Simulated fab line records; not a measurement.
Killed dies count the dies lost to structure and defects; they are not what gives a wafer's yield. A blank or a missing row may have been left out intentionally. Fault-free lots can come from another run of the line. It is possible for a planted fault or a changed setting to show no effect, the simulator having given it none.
A struck lot beside a sound one | flow nand harc | 41 steps out of a route of 1159
Sound: the wafers L676.3, L676.4, L676.5. Struck: wafer L688.6. (L688.1, L688.3 of the same lot were not struck and are left out.) The cause comes at the end.
Per side, at each step with rows, come the tool, then ch with its chambers, and then its first start. Under that, the readings that differ: sound wafers | struck wafers | difference of the means | sigmas: that difference in standard deviations of wafers without a fault.
alike: readings whose means differ by less than 2 such deviations, and words and numbers that are the same on both sides. not compared: withheld readings, readings that some wafer has no value for, bounds like >300 that may hide the same value, and numbers for which the record gives no deviation and whose values overlap.
Wherever a step has rows on one side only, a row that says differs or no value, or a row with sigmas, the two part there. Numbers that have no deviation but don't overlap get no sigmas and don't part them. Lack of a reading on every wafer of one side parts them only where that side has two or more wafers.

NHARC_THIN_TSV_CD_MEAS_12: the cd target is 1000 nm.
  sound on cd sem-02 ch 0, day 20 17:56; struck on cd sem-03 ch 0, day 23 15:44
  alike: cd nm
then, 3 steps without rows for these wafers: NHARC_THIN_TSV_HARDBAKE_13 (time 80 s); NHARC_THIN_TSV_DESCUM_14 (chemistry O2, time 3 s); NHARC_THIN_TSV_ETCH_44 (etches the open film in CF4/O2, target depth 1594.2 nm, time 797.1 s).
NHARC_THIN_TSV_ETCH_15: target depth 3000 nm, bosch target overetch cycles 2, bosch etch step 2.8 s.
  sound on rie si-04 ch 1,3, day 20 18:46; struck on rie si-05 ch 0, day 23 16:34
  alike: drypump motor current A
  not compared: rf hours counter h
NHARC_THIN_TSV_CD_MEAS_16:
  struck on cd sem-03, day 23 16:41; sound on cd sem-02, day 20 18:54
  alike: cd nm
NHARC_THIN_TSV_STRIP_45: strips in O2.
  sound on plasma asher-02 ch 0,1, day 20 19:04; struck on plasma asher-01 ch 1, day 23 17:29
  reading    | sound                | struck | difference | sigmas
  temp c (C) | 250.06 250.34 250.40 | 249.75 | -0.52      | -3
  alike: drypump motor current A, heater power w
  not compared: rf hours counter h
then, 5 steps without rows for these wafers: NHARC_THIN_TSV_STRIP_46 (strips in post etch residue remover, time 1200 s); NHARC_THIN_TSV_DEP_47 (deposits SiO2, target thk 200 nm); NHARC_THIN_TSV_ETCHBACK_48 (etches the open film in C4F8/Ar, target depth 1028.5 nm, time 405.17 s); NHARC_THIN_TSV_STRIP_62 (strips in N2/H2, time 20 s); NHARC_THIN_TSV_DEGAS_49 (time 120 s).
NHARC_THIN_TSV_PRE_CLEAN_50: time 30 s.
  struck on pvd sputter-02, day 23 19:20; sound on pvd sputter-03, day 20 21:05
  alike: heater power w
then, 3 steps without rows for these wafers: NHARC_THIN_TSV_PVD_19 (deposits TaN, target thk 20 nm); NHARC_THIN_TSV_PVD_51 (deposits Cu, target thk 100 nm); NHARC_THIN_TSV_ECD_20 (material Cu, target thk 2000 nm).
NHARC_THIN_TSV_ANNEAL_52: time 90 s.
  sound on rtp anneal-02 ch 0, day 20 22:17; struck on rtp anneal-01 ch 0, day 23 20:32
  alike: wafer_temp_C_max
then, 2 steps without rows for these wafers: NHARC_THIN_TSV_CMP_21 (polishes, t overpolish 30 s, target thk 2000 nm); NHARC_THIN_TSV_SRD_23.
NHARC_THIN_TSV_DEGAS_53: time 60 s.
  struck on pvd sputter-01, day 23 21:21; sound on pvd sputter-02, day 20 23:00
  alike: heater power w
then, 11 steps without rows for these wafers: NHARC_THIN_TSV_PRE_CLEAN_54 (time 30 s); NHARC_THIN_TSV_PVD_55 (deposits TiN, target thk 50 nm); NHARC_THIN_TSV_PVD_24 (deposits Al, target thk 800 nm); NHARC_THIN_TSV_DEHYDRATE_25 (time 120 s); NHARC_THIN_TSV_HMDS_26 (time 30 s); NHARC_THIN_TSV_COAT_27; NHARC_THIN_TSV_SOFTBAKE_28 (time 95 s); NHARC_THIN_TSV_EBR_29; NHARC_THIN_TSV_EXPOSE_30 (exposes mask PAD); NHARC_THIN_TSV_PEB_31 (peb time 85 s); NHARC_THIN_TSV_DEVELOP_32 (time 70 s).
NHARC_THIN_TSV_CD_MEAS_33: the cd target is 5000 nm.
  sound on cd sem-01 ch 0, day 21 00:01; struck on cd sem-02 ch 0, day 23 22:41
  alike: cd nm
then, 2 steps without rows for these wafers: NHARC_THIN_TSV_HARDBAKE_34 (time 80 s); NHARC_THIN_TSV_DESCUM_35 (chemistry O2, time 3 s).
NHARC_THIN_TSV_ETCH_59: etches the open film in Cl2/BCl3, target depth 880 nm, time 138.1 s.
  sound on rie metal-03 ch 0,1, day 21 00:23; struck on rie metal-03 ch 1, day 23 23:00
  alike: drypump motor current A, oes product au, throttle valve pct
  not compared: rf hours counter h
then, 3 steps without rows for these wafers: NHARC_THIN_TSV_ETCH_36 (etches the open film in Cl2/BCl3, target depth 65 nm, time 18.571 s); NHARC_THIN_TSV_STRIP_56 (strips in O2); NHARC_THIN_TSV_STRIP_57 (strips in post etch residue remover, time 1200 s).
NHARC_THIN_TSV_CD_MEAS_37:
  struck on cd sem-02, day 24 00:07; sound on cd sem-03, day 21 01:32
  alike: cd nm
then, 1 step without rows for these wafers: NHARC_THIN_TSV_ANNEAL_58 (time 1800 s).
NHARC_END_SORT_01:
  only the struck wafers appear in the record here, on prober-02 ch 0 at day 24 11:14; the sound ones have no rows

## WHERE THEY PART
At NHARC_THIN_TSV_STRIP_45 first; at NHARC_END_SORT_01 last (within this record only).

WHY: what had been put in by the simulator
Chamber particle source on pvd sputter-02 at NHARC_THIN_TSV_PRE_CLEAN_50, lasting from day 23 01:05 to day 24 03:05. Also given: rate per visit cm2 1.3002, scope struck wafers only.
